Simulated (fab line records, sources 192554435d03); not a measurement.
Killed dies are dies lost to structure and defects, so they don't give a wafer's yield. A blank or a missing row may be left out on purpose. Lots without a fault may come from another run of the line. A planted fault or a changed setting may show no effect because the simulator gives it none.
Chamber matching | flow n5_finfet | N5_SPACER0_ALD_08 on ald_sin-02: 4 sister chambers
The step deposits SiNx, target thk 2 nm. 16 wafers are shown with their chamber, then 8 later ones without.

WAFERS WITH THEIR CHAMBER
wafer  | chamber | heater_power_w (W)
L076.1 | 3       | 744
L076.2 | 0       | 1103
L076.3 | 2       | 652
L077.3 | 1       | 884
L077.4 | 0       | 1112
L077.5 | 3       | 764
L081.1 | 2       | 647
L081.3 | 1       | 917
L081.6 | 1       | 916
L082.1 | 3       | 745
L082.3 | 1       | 897
L082.4 | 2       | 653
L084.3 | 0       | 1100
L084.5 | 1       | 925
L084.6 | 2       | 643
L088.1 | 0       | 1070

SIGNATURES (means of the wafers above)
reading        | chamber 0 | chamber 1 | chamber 2 | chamber 3 | scatter within a chamber
heater_power_w | 1096.25   | 907.80    | 648.75    | 751.00    | 14.3
Rule: a wafer's distance from a chamber is the root of the sum, over the readings, of the square of ((its reading less the chamber's mean) divided by the reading's scatter). The wafer belongs to the nearest chamber; if the next one is less than 2 further off, it can't be placed. The scatter: the root of (the sum of the squares of (reading less its chamber's mean) over the shown wafers, divided by (wafers less chambers)).

WAFERS WITHOUT THEIR CHAMBER
wafer  | heater_power_w (W)
L088.2 | 888
L088.5 | 655
L089.2 | 766
L089.5 | 663
L089.6 | 893
L092.1 | 1085
L092.2 | 900
L092.5 | 895

WHICH CHAMBER EACH WENT THROUGH
wafer  | from the rows above | in truth
L088.2 | 1                   | 1
L088.5 | 2                   | 2
L089.2 | 3                   | 3
L089.5 | 2                   | 2
L089.6 | 1                   | 1
L092.1 | 0                   | 0
L092.2 | 1                   | 1
L092.5 | 1                   | 1
Placed correctly: 8 of 8. Can't be placed from these rows: 0. Placed wrongly: 0.
